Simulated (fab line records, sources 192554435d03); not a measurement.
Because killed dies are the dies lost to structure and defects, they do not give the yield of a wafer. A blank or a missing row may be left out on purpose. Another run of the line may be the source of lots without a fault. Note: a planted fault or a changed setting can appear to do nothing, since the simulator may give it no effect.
Problem report, 8D (eight disciplines) form, completed by code ; flow n5-finfet ; the parts of the form that need people (team, actions taken, sign-off) are left out

1. THE PROBLEM
Mean of barrier-field-endpoint-s at N5_BEOL_M12_CMP_49: 35.3 s across 2 wafers in 2 lots; on wafers with no fault it is 30.3 s (standard deviation 0.73). Relative to the usual mean, that is a shift of +6.9 standard deviations.
The step: polishes, stops on SiOC, t overpolish 20.6 s, target thk 320 nm.
Seen first at day 16 20:47 on cmp-02, wafer L329.2. Wafers with a number at this step in the record: 32, from 11 lots. Rule for "out" (also "out of limits"): further than 4 standard deviations from the usual mean. Any other wafer with a number is counted as sound.

2. WHAT THIS IS AND IS NOT
question;is;is not
which readings at this step;barrier-field-endpoint-s;motor-current-A, pad-life-wafers
which lots;L329, L332;L315, L318, L319, L321, L322, L323, L333, L334, L335
which wafers of those lots;L329.2, L332.2;L329.4, L332.1, L332.5
read on which tools;cmp-02;cmp-01, cmp-04
when;from day 16 20:47;"up to then (19 sound wafers); but 11 sound wafers of L332, L333, L334, L335 came after"

3. THE SUSPECTS, EACH WITH WHAT RULES IT OUT
Counting: any tool at a process step up to the reading remains a suspect provided it ran every lot that is out. Sound lots after the first of them don't rule it out here, since some wafers of a struck lot are sound.
- rie-diel-04 at N5_BEOL_M12_ETCH_38 (etches SiCN in CF4/N2, target depth 68.7 nm, time 73.4 s): kept. Every lot that is out went through it, the first being L329 (day 16 19:08); the last sound lot it ran before that was L322 (day 14 12:21).
- pvd-sputter-02 at N5_BEOL_M12_DEGAS_41 (time 60 s): kept. Every lot that is out went through it, the first being L329 (day 16 19:32); the last sound lot it ran before that was L322 (day 14 14:22).
- pvd-sputter-02 at N5_BEOL_M12_SPUTTER_43 (material TaN, target thk 15 nm, time 24.19 s): kept. Every lot that is out went through it, the first being L329 (day 16 19:37); the last sound lot it ran before that was L322 (day 14 14:27).
- pvd-sputter-02 at N5_BEOL_M12_SPUTTER_44 (material Ta, target thk 10 nm, time 16.13 s): kept. Every lot that is out went through it, the first being L329 (day 16 19:41); the last sound lot it ran before that was L322 (day 14 14:32).
- cmp-02 at N5_BEOL_M12_CMP_49 (polishes, stops on SiOC, t overpolish 20.6 s, target thk 320 nm): kept. Every lot that is out went through it, the first being L329 (day 16 20:47); the last sound lot it ran before that was L319 (day 13 23:13). Its own readings are out on those wafers: barrier-field-endpoint-s.
- Within rie-diel-04 at N5_BEOL_M12_ETCH_38: the wafers that are out ran in chambers 0, 3; their sound lot-mates ran in chamber 1.
Left after counting: rie-diel-04 at N5_BEOL_M12_ETCH_38, pvd-sputter-02 at N5_BEOL_M12_DEGAS_41, pvd-sputter-02 at N5_BEOL_M12_SPUTTER_43, pvd-sputter-02 at N5_BEOL_M12_SPUTTER_44, cmp-02 at N5_BEOL_M12_CMP_49.

4. THE CAUSE (what the simulator had put in)
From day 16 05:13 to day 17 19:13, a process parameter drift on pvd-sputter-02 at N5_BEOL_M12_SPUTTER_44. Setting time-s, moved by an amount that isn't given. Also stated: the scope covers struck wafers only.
This tool is one of the 5 suspects left after counting.

5. THE EFFECT CHAIN, in route order
Rows list readings where the struck wafers' mean (over those with a number) sits beyond 3 standard deviations from the usual. Only readings whose record carries a usual standard deviation are examined. hours: median over the lots of the time between each lot's start at the first step of this table that gives one and its start at this step. sigmas: the change, counted in usual standard deviations.
hours;step;reading;usual;on struck wafers;change;sigmas
0;N5_BEOL_M12_CMP_49;barrier-field-endpoint-s;30.3 s;35.3;+5.0;+6.9
The process steps in it:
- N5_BEOL_M12_CMP_49: polishes, stops on SiOC, t overpolish 20.6 s, target thk 320 nm.

6. WHAT WOULD HAVE CAUGHT IT SOONER
16 hours passed between the start of the fault at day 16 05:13 and the first reading out of limits in this record, taken at day 16 20:47.
Tool readings at N5_BEOL_M12_SPUTTER_44 with a usual standard deviation given in the record: none out on any struck wafer, hence no alarm at a limit of 4 standard deviations on them.
Among the 2 lots that are out, L332 began N5_BEOL_M12_SPUTTER_44 on pvd-sputter-02 after day 16 20:47. Holding the tool at that time would have saved it.
